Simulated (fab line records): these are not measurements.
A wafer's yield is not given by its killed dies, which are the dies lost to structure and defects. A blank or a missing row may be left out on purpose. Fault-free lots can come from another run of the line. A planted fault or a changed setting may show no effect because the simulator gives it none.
Matching of chambers ; flow nand_harc ; rie_diel-04 running NHARC_A_ZERO_WELL_ETCH_19: 4 sister chambers
The step etches the open film in N2/H2, target depth 80 nm, overetch 24 nm, time 87.88 s. 16 wafers are shown with their chamber, then 8 later ones without.

## WAFERS, EACH WITH ITS CHAMBER
wafer;chamber;showerhead_plenum_p_Torr (Torr);rf_vpp_V (V);oes_product_au (a.u.)
L640.1;0;2.07;432.4;0.996
L640.3;3;1.92;429.4;1.020
L640.5;2;2.10;433.2;1.007
L644.3;3;1.91;425.6;1.016
L644.4;2;2.09;431.9;1.009
L644.5;0;2.07;432.1;0.990
L645.2;3;1.91;428.0;1.013
L645.3;2;2.09;433.7;1.001
L645.5;1;1.93;427.7;0.985
L652.1;3;1.91;426.4;1.000
L652.2;0;2.07;432.8;0.995
L652.3;2;2.09;431.5;1.005
L653.2;3;1.91;427.9;0.999
L653.4;0;2.07;431.4;1.001
L653.5;3;1.91;427.6;1.007
L654.1;3;1.91;427.3;0.998

SIGNATURES, as means of the wafers listed above
reading;chamber 0;chamber 1;chamber 2;chamber 3;scatter within a chamber
showerhead_plenum_p_Torr;2.0700;1.9300;2.0925;1.9114;0.00366
rf_vpp_V;432.175;427.700;432.575;427.457;1.05
oes_product_au;0.99550;0.98500;1.00550;1.00757;0.00691
Rule: distance of a wafer from a chamber = root of the sum over the readings of ((wafer's reading minus chamber's mean) / reading's scatter) squared. The wafer belongs to the nearest chamber; if the next one is less than 2 further off, it can't be placed. The scatter: the root of (the sum of the squares of (reading less its chamber's mean) over the shown wafers, divided by (wafers less chambers)).

## WAFERS WITHOUT THEIR CHAMBER
wafer;showerhead_plenum_p_Torr (Torr);rf_vpp_V (V);oes_product_au (a.u.)
L654.5;1.91;427.6;0.993
L654.6;2.09;432.2;0.999
L660.1;2.09;430.6;1.001
L660.4;2.07;430.8;1.004
L660.5;2.09;431.5;1.000
L661.1;1.93;428.1;0.999
L661.2;1.91;426.0;0.986
L661.3;2.07;431.7;0.996

## EACH ONE'S CHAMBER
wafer;from the rows above;in truth
L654.5;3;3
L654.6;2;2
L660.1;2;2
L660.4;0;0
L660.5;2;2
L661.1;1;1
L661.2;3;3
L661.3;0;0
Correctly placed: 8 of 8. Can't be placed from these rows: 0. Wrongly placed: 0.
